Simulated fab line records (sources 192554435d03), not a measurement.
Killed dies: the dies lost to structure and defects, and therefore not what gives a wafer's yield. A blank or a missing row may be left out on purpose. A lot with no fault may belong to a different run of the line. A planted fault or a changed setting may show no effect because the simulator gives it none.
Chamber matching + flow n5_finfet + 4 sister chambers for N5_MOL_CONTACT_COAG_ETCH_90 on rie_diel-06
The step etches SiARC in CF4, target depth 13 nm, time 21.7 s. 16 wafers are shown with their chamber, then 8 later ones without.

WAFERS PAIRED WITH THEIR CHAMBERS
| wafer  | chamber | throttle_valve_pct (%) | showerhead_plenum_p_Torr (Torr) | oes_product_au (a.u.) |
|--------|---------|------------------------|---------------------------------|-----------------------|
| L081.2 | 3       | 16.06                  | 2.21                            | 0.60                  |
| L081.3 | 2       | 15.85                  | 2.13                            | 0.62                  |
| L081.4 | 1       | 15.58                  | 2.27                            | 0.77                  |
| L082.2 | 2       | 15.87                  | 2.13                            | 0.61                  |
| L082.4 | 3       | 16.05                  | 2.21                            | 0.59                  |
| L082.6 | 1       | 15.61                  | 2.27                            | 0.75                  |
| L084.2 | 0       | 15.69                  | 2.26                            | 0.74                  |
| L084.4 | 2       | 15.87                  | 2.13                            | 0.61                  |
| L084.5 | 2       | 15.85                  | 2.13                            | 0.61                  |
| L087.1 | 2       | 15.87                  | 2.12                            | 0.61                  |
| L087.3 | 0       | 15.71                  | 2.25                            | 0.73                  |
| L087.6 | 2       | 15.89                  | 2.12                            | 0.61                  |
| L089.1 | 0       | 15.71                  | 2.25                            | 0.73                  |
| L089.5 | 2       | 15.87                  | 2.12                            | 0.61                  |
| L089.6 | 3       | 16.09                  | 2.20                            | 0.58                  |
| L091.2 | 1       | 15.62                  | 2.26                            | 0.73                  |

SIGNATURES (averages over the wafers above)
| reading                  | chamber 0 | chamber 1 | chamber 2 | chamber 3 | scatter within a chamber |
|--------------------------|-----------|-----------|-----------|-----------|--------------------------|
| throttle_valve_pct       | 15.7033   | 15.6033   | 15.8671   | 16.0667   | 0.0162                   |
| showerhead_plenum_p_Torr | 2.2533    | 2.2667    | 2.1257    | 2.2067    | 0.00556                  |
| oes_product_au           | 0.7333    | 0.7500    | 0.6114    | 0.5900    | 0.0098                   |
Rule: for each reading, subtract the chamber's mean from the wafer's reading, divide by that reading's scatter and square the result; add these up over the readings and take the root, which gives the wafer's distance from the chamber. The wafer belongs to the nearest chamber; if the next one is less than 2 further off, it can't be placed. The scatter is the square root of a quotient: the sum, over the shown wafers, of each reading's squared deviation from its chamber's mean, divided by wafers minus chambers.

WAFERS WITH NO CHAMBER GIVEN
| wafer  | throttle_valve_pct (%) | showerhead_plenum_p_Torr (Torr) | oes_product_au (a.u.) |
|--------|------------------------|---------------------------------|-----------------------|
| L091.5 | 15.63                  | 2.26                            | 0.73                  |
| L091.6 | 15.87                  | 2.12                            | 0.60                  |
| L092.1 | 16.10                  | 2.20                            | 0.59                  |
| L092.2 | 15.90                  | 2.12                            | 0.61                  |
| L092.4 | 15.73                  | 2.25                            | 0.72                  |
| L097.1 | 15.66                  | 2.26                            | 0.71                  |
| L097.3 | 15.75                  | 2.25                            | 0.70                  |
| L097.5 | 15.74                  | 2.25                            | 0.71                  |

THE CHAMBER EACH PASSED THROUGH
| wafer  | from the rows above     | in truth |
|--------|-------------------------|----------|
| L091.5 | can't be placed: 1 or 0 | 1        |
| L091.6 | 2                       | 2        |
| L092.1 | 3                       | 3        |
| L092.2 | 2                       | 2        |
| L092.4 | 0                       | 0        |
| L097.1 | can't be placed: 0 or 1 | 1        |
| L097.3 | 0                       | 0        |
| L097.5 | 0                       | 0        |
Correct placement for 6 of the 8. From these rows, 2 cannot be placed; in 2 the true chamber is one of the candidates. Placed wrongly: 0.
